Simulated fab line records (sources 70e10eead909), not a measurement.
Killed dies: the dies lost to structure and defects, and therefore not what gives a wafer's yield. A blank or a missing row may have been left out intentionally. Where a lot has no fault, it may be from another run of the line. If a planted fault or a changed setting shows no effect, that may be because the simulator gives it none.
Matching of chambers ; flow nand_harc ; NHARC_A_ZERO_WELL_DESCUM_12 on rie_diel-08 has 4 sister chambers
The step chemistry O2, time 3 s. 20 wafers are shown with their chamber, then 10 later ones without.

## EACH WAFER AND ITS CHAMBER
wafer;chamber;drypump_motor_current_A (A);showerhead_plenum_p_Torr (Torr);oes_product_au (a.u.)
L843.1;3;5.5;1.93;1.003
L843.5;3;5.5;1.93;1.002
L843.6;2;5.4;1.94;0.994
L845.1;0;6.6;1.94;1.017
L845.4;2;5.4;1.94;0.997
L845.5;3;5.5;1.93;1.009
L855.2;0;6.6;1.94;0.988
L855.3;3;5.6;1.93;1.012
L855.4;1;5.9;2.05;1.005
L856.1;0;6.6;1.94;0.988
L856.2;3;5.5;1.93;1.016
L856.4;2;5.4;1.94;0.998
L857.3;2;5.4;1.94;0.993
L857.4;1;5.9;2.04;1.003
L857.5;1;5.9;2.05;1.011
L858.2;1;5.9;2.04;1.006
L858.3;3;5.5;1.93;0.996
L858.5;3;5.5;1.93;0.998
L860.3;0;6.6;1.94;0.991
L860.4;3;5.5;1.93;0.996

SIGNATURES (means of the wafers above)
reading;chamber 0;chamber 1;chamber 2;chamber 3;scatter within a chamber
drypump_motor_current_A;6.600;5.900;5.400;5.513;0.0234
showerhead_plenum_p_Torr;1.9400;2.0450;1.9400;1.9300;0.0025
oes_product_au;0.99600;1.00625;0.99550;1.00400;0.00809
Rule: for a wafer and a chamber, the distance is found by dividing, reading by reading, the gap between the wafer's reading and the chamber's mean by the reading's scatter, squaring, summing and taking the root. If the next closest chamber is less than 2 further off than the closest, the wafer can't be placed; otherwise it belongs to the closest. The scatter: take each reading less its chamber's mean, square it, sum over the shown wafers, divide by the number of wafers less the number of chambers, and take the root.

## WAFERS MISSING THEIR CHAMBER
wafer;drypump_motor_current_A (A);showerhead_plenum_p_Torr (Torr);oes_product_au (a.u.)
L860.6;6.6;1.94;0.991
L861.4;5.4;1.94;0.999
L861.5;6.6;1.94;1.006
L861.6;5.5;1.93;0.989
L862.3;5.4;1.94;1.000
L862.4;5.5;1.93;1.000
L862.6;5.5;1.93;1.006
L863.1;5.9;2.04;1.013
L863.4;5.4;1.94;0.996
L863.6;5.5;1.93;0.996

## WHICH CHAMBER EACH WENT THROUGH
wafer;from the rows above;in truth
L860.6;0;0
L861.4;2;2
L861.5;0;0
L861.6;3;3
L862.3;2;2
L862.4;3;3
L862.6;3;3
L863.1;1;1
L863.4;2;2
L863.6;3;3
Placed correctly: 10 of 10. Number that these rows cannot place: 0. 0 placed wrongly.
